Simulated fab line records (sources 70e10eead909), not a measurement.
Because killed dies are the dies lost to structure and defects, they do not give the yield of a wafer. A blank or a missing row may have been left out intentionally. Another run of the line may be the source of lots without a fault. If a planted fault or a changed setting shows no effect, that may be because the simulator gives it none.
Chamber matching ; flow nand harc ; NHARC_A_CONTACT_ETCH_48 on rie diel-13 has 4 sister chambers
The step etches the open film in CF4, target depth 39 nm, time 65 s. 14 wafers are shown with their chamber, then 7 later ones without.

== WAFERS, EACH WITH ITS CHAMBER ==
wafer;chamber;drypump motor current A (A);oes product au (a.u.);throttle valve pct (%)
L784.1;0;5.7;0.997;13.292
L784.2;2;5.8;1.043;13.285
L784.6;2;5.8;1.026;13.301
L791.1;2;5.8;1.022;13.277
L791.5;0;5.6;0.988;13.292
L791.6;3;5.8;1.002;13.281
L796.3;1;5.5;0.978;13.273
L796.5;3;5.9;1.002;13.279
L796.6;0;5.6;1.000;13.290
L799.1;3;5.9;1.013;13.287
L799.3;0;5.7;1.001;13.277
L799.4;2;5.8;0.996;13.289
L800.1;0;5.7;1.006;13.288
L800.3;2;5.8;0.995;13.272

SIGNATURES (averages over the wafers above)
reading;chamber 0;chamber 1;chamber 2;chamber 3;scatter within a chamber
drypump motor current A;5.660;5.500;5.800;5.867;0.0432
oes product au;0.99840;0.97800;1.01640;1.00567;0.014
throttle valve pct;13.28780;13.27300;13.28480;13.28233;0.00834
Rule: for a wafer and a chamber, the distance is found by dividing, reading by reading, the gap between the wafer's reading and the chamber's mean by the reading's scatter, squaring, summing and taking the root. The wafer belongs to the nearest chamber; if the next one is less than 2 further off, it can't be placed. How the scatter is found: for the shown wafers, subtract from each reading the mean of its chamber, square and add these, divide the total by (wafers less chambers), then take the root.

== WAFERS WITHOUT THEIR CHAMBER ==
wafer;drypump motor current A (A);oes product au (a.u.);throttle valve pct (%)
L800.4;5.9;1.009;13.300
L802.3;5.9;1.010;13.277
L802.5;5.8;1.005;13.288
L802.6;5.6;0.982;13.276
L804.1;5.8;1.017;13.277
L804.3;5.5;0.997;13.270
L804.4;5.8;0.989;13.266

== EACH ONE'S CHAMBER ==
wafer;from the rows above;in truth
L800.4;can't be placed: 3 or 2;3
L802.3;can't be placed: 3 or 2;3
L802.5;can't be placed: 2 or 3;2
L802.6;can't be placed: 0 or 1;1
L804.1;can't be placed: 2 or 3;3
L804.3;1;1
L804.4;can't be placed: 3 or 2 or 0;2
1 of 7 placed correctly. From these rows, 6 cannot be placed; in 6 the true chamber is one of the candidates. Wrongly placed: 0.
